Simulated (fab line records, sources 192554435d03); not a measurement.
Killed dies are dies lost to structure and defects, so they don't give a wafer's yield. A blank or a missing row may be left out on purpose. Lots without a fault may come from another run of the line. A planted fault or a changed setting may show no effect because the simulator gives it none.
Chamber matching | flow n5_finfet | N5_BEOL_M4_PECVD_72 on pecvd-03: 3 sister chambers
The step deposits SiO2 from TEOS/O2, target thk 16 nm, time 18 s. 6 wafers are shown with their chamber, then 12 later ones without.

WAFERS WITH THEIR CHAMBER
wafer  | chamber | throttle_valve_pct (%) | rf_fwd_power_W (W)
L085.2 | 1       | 23.5                   | 447.9
L085.3 | 0       | 22.5                   | 445.7
L085.4 | 0       | 22.2                   | 443.5
L086.1 | 2       | 19.8                   | 444.5
L086.3 | 1       | 23.7                   | 445.7
L086.5 | 2       | 19.9                   | 445.6

WAFERS WITHOUT THEIR CHAMBER
wafer  | throttle_valve_pct (%) | rf_fwd_power_W (W)
L092.2 | 19.8                   | 444.8
L092.4 | 24.0                   | 445.2
L092.5 | 19.9                   | 445.1
L095.1 | 20.0                   | 441.9
L095.4 | 19.8                   | 442.0
L095.6 | 22.4                   | 445.7
L096.2 | 19.8                   | 447.1
L096.4 | 19.7                   | 445.9
L096.5 | 22.3                   | 444.4
L091.3 | 24.1                   | 446.8
L091.4 | 23.6                   | 447.1
L091.5 | 22.4                   | 446.5

WHICH CHAMBER EACH WENT THROUGH
wafer  | from the rows above | in truth
L092.2 | 2                   | 2
L092.4 | 1                   | 1
L092.5 | 2                   | 2
L095.1 | 2                   | 2
L095.4 | 2                   | 2
L095.6 | 0                   | 0
L096.2 | 2                   | 2
L096.4 | 2                   | 2
L096.5 | 0                   | 0
L091.3 | 1                   | 1
L091.4 | 1                   | 1
L091.5 | 0                   | 0
Placed correctly: 12 of 12. Can't be placed from these rows: 0. Placed wrongly: 0.
How it was worked out, from the rows above alone: a wafer's distance from a chamber is the root of the sum, over the readings, of the square of ((its reading less the chamber's mean) divided by the reading's scatter). The wafer belongs to the nearest chamber; if the next one is less than 2 further off, it can't be placed. A chamber's mean is the mean of its shown wafers. The scatter: the root of (the sum of the squares of (reading less its chamber's mean) over the shown wafers, divided by (wafers less chambers)).
